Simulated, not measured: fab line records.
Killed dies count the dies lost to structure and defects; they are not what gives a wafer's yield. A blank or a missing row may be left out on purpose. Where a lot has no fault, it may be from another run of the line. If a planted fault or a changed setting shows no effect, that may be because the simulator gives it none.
Split-lot study	flow n5-finfet	21 wafers read across 7 lots, on a route 1938 steps long

## ABOUT THE SPLIT
At N5_PMOS_HMC_CHANNEL_EPI_HM_DEP_34 (deposits SiO2 from TEOS/O2, target thk 36 nm, time 6.9 s), the setting time-s was moved away from the recipe's 6.9 s on 4 of the 21 wafers read, by -13.7% to +14.5%. This setting was run at the recipe's value on the other wafers.

Reading taken at the split's own step.

## THE READING
SiO2_of_PMOS_HMC_CHANNEL_EPI_HM_DEP_34.thk-nm (the simulator's own value, which no gauge read), in nm, at N5_PMOS_HMC_CHANNEL_EPI_HM_DEP_34 (deposits SiO2 from TEOS/O2, target thk 36 nm, time 6.9 s). There is no usual value for it anywhere in the file. The 17 wafers here that ran the recipe average 35.93 nm, standard deviation 0.55 nm.

wafer	tool, chamber at the split	time-s as run, s	against the recipe	SiO2_of_PMOS_HMC_CHANNEL_EPI_HM_DEP_34.thk-nm, nm	against lot-mates on the recipe
L074.1	pecvd-04, 0	6.9	recipe	35.5	-
L074.2	pecvd-04, 1	6.9	recipe	35.41	-
L074.4	pecvd-04, 1	6.9	recipe	35.65	-
L077.1	pecvd-04, 2	5.955	-13.7%	31.54	-4.93
L077.5	pecvd-04, 0	6.9	recipe	36.59	-
L077.6	pecvd-04, 1	6.9	recipe	36.35	-
L079.1	pecvd-04, 2	6.9	recipe	35.88	-
L079.2	pecvd-04, 0	6.9	recipe	36.03	-
L079.3	pecvd-04, 1	6.9	recipe	35.39	-
L080.1	pecvd-04, 2	6.9	recipe	36.09	-
L080.4	pecvd-04, 1	6.9	recipe	35.6	-
L080.6	pecvd-04, 1	6.9	recipe	35.78	-
L084.2	pecvd-02, 0	7.864	+14.0%	40.1	+4.75
L084.3	pecvd-02, 2	6.9	recipe	35.16	-
L084.6	pecvd-02, 2	6.9	recipe	35.55	-
L090.2	pecvd-02, 2	6.9	recipe	36.1	-
L090.4	pecvd-02, 1	6.9	recipe	37.31	-
L090.5	pecvd-02, 2	7.899	+14.5%	41.52	+4.82
L092.1	pecvd-02, 2	6.9	recipe	35.65	-
L092.2	pecvd-02, 1	7.846	+13.7%	40.54	+4.32
L092.3	pecvd-02, 1	6.9	recipe	36.78	-

THE FIT
A straight line over all 21 wafers: SiO2_of_PMOS_HMC_CHANNEL_EPI_HM_DEP_34.thk-nm changes by +0.336 nm for each +1% of time-s; r = +0.97; the points scatter about the line by 0.56 nm.
The same after taking each lot's own level away (the mean of its wafers on the recipe; 21 wafers): +0.338 nm for each +1%; r = +0.99; scatter 0.33 nm.
On that fit, the largest move of time-s shifts the reading by 4.9 nm.
The span of the lots' own levels, 35.355 to 36.705 nm, comes to 2.5 times the standard deviation stated above.
The two slopes agree, so the slope changes little with the lot-to-lot level.
Check: with one of the wafers moved furthest among these (+14.5%) left out of the fit, the line predicts +4.88 nm for it against its lot-mates. It came out at +4.82 nm against them.

## ADDITIONAL SPLITS CARRIED BY THESE WAFERS
These wafers also went through other splits before the reading. Each is held against what the fit with the lots' levels taken away leaves over:
other split on the same wafers	wafers away from the commonest value	r with SiO2_of_PMOS_HMC_CHANNEL_EPI_HM_DEP_34.thk-nm (lot level and that fit taken away)
N5_WELL_APT_EXPOSE_22 dose-mj	5	-0.14
N5_WELL_APT_PEB_23 peb-temp-c	8	-0.20
N5_WELL_APT_DESCUM_30 time-s	5	+0.16

## THE FILE'S OWN FIT
SiO2_of_PMOS_HMC_CHANNEL_EPI_HM_DEP_34.thk-nm changes by +0.337 nm for each +1% of time-s, r = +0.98.
